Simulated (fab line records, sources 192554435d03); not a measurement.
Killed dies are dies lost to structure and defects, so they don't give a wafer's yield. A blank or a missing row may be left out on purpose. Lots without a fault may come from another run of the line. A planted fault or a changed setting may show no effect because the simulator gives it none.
A struck lot beside a sound one | flow n5_finfet | 15 steps out of a route of 1938
Sound: wafers L128.1, L128.4, L128.6. Struck: wafer L135.5. (L135.1, L135.6 of the same lot were not struck and are left out.) The cause comes at the end.
At each step with rows: each side's tool, then ch and its chambers, then its first start. Under that, the readings that differ: sound wafers | struck wafers | difference of the means | sigmas: that difference in standard deviations of wafers without a fault.
alike: readings whose means differ by less than 2 such deviations, and words and numbers that are the same on both sides. not compared: withheld readings, readings that some wafer has no value for, bounds like >300 that may hide the same value, and numbers for which the record gives no deviation and whose values overlap.
The two part at a step that has a row with sigmas, a row that says differs or no value, or rows on one side only. Numbers that don't overlap but have no deviation are shown without sigmas and don't part them. A reading that every wafer of one side lacks parts them only if that side has two wafers or more.

first, 8 steps without rows for these wafers: N5_BEOL_M5_COAT_66 (time 60 s, resist thk 12 nm); N5_BEOL_M5_COAT_74 (time 60 s, resist thk 5 nm); N5_BEOL_M5_COAT_22 (resist thk 30 nm); N5_BEOL_M5_EBR_24; N5_BEOL_M5_SOFTBAKE_23 (time 60 s); N5_BEOL_M5_EXPOSE_25 (exposes mask V4, defocus 10 nm); N5_BEOL_M5_PEB_26 (peb time 60 s); N5_BEOL_M5_DEVELOP_27 (develop time 30 s).
N5_BEOL_M5_CD_MEAS_28: target cd 30.6 nm, target cd y 20 nm.
  sound on cd_sem-03 ch 0, day 8 04:26; struck on cd_sem-03 ch 0, day 10 05:10
  reading    | sound             | struck | difference | sigmas
  cd_nm (nm) | 30.85 30.98 31.25 | 30.26  | -0.77      | -3
N5_BEOL_M5_OVL_MEAS_29:
  sound on overlay-01 ch 0, day 8 04:28; struck on overlay-02 ch 0, day 10 05:11
  reading     | sound       | struck | difference | sigmas
  V4_OVL (nm) | 0.6 1.4 0.3 | -0.6   | -1.4       | -2
N5_BEOL_M5_INSPECT_30: inspects for defects (brightfield).
  sound on defect_inspect-01, day 8 04:31; struck on defect_inspect-02, day 10 05:15
  alike: raw_defect_count
N5_BEOL_M5_DESCUM_33: chemistry O2, time 7 s.
  sound on rie_diel-03 ch 2,3, day 8 04:33; struck on rie_diel-03 ch 2, day 10 05:17
  alike: drypump_motor_current_A, oes_product_au, rf_vpp_V, showerhead_plenum_p_Torr, temp_c, throttle_valve_pct
  not compared: rf_hours_counter_h
N5_BEOL_M5_ETCH_75: etches underlayer in N2/H2, target depth 6.5 nm, time 5.2 s.
  sound on rie_diel-03 ch 2,3, day 8 04:35; struck on rie_diel-03 ch 2, day 10 05:19
  reading               | sound          | struck | difference | sigmas
  etch_rf_on_time_s (s) | 5.07 5.28 5.03 | 3.73   | -1.40      | -11
  alike: drypump_motor_current_A, oes_product_au, rf_vpp_V, showerhead_plenum_p_Torr, throttle_valve_pct
  not compared: rf_hours_counter_h
N5_BEOL_M5_ETCH_67: etches SiARC in CF4, target depth 15.6 nm, time 26 s.
  sound on rie_diel-03 ch 2,3, day 8 04:36; struck on rie_diel-03 ch 2, day 10 05:20
  alike: drypump_motor_current_A, etch_rf_on_time_s, oes_product_au, rf_vpp_V, showerhead_plenum_p_Torr, throttle_valve_pct
  not compared: rf_hours_counter_h
-- the record jumps here: 4 days lie between the struck wafers' starts before and after (it left off in module BEOL_M5 and takes up again in module PASSIVATION, whose first step shown is number 1936 of the route) --
N5_PASSIVATION_PROBE_49:
  sound on prober-01, day 12 09:29; struck on prober-01, day 14 10:41
  alike: defect_limited_yield, killed_at_M0_to_M3, killed_at_M4_up, killed_at_contacts, killed_at_front_end, killed_at_other, killed_dies, killed_open, killed_short, sort_bin_4_leakage, sort_bin_5_function, sort_bin_6_memory, sort_n_pass, sort_yield_pct

WHERE THEY PART
First at N5_BEOL_M5_CD_MEAS_28; last, within this record, at N5_BEOL_M5_ETCH_75. Later steps at which nothing parts them and some readings are alike: N5_BEOL_M5_ETCH_67, N5_PASSIVATION_PROBE_49.

WHY: what the simulator had put in
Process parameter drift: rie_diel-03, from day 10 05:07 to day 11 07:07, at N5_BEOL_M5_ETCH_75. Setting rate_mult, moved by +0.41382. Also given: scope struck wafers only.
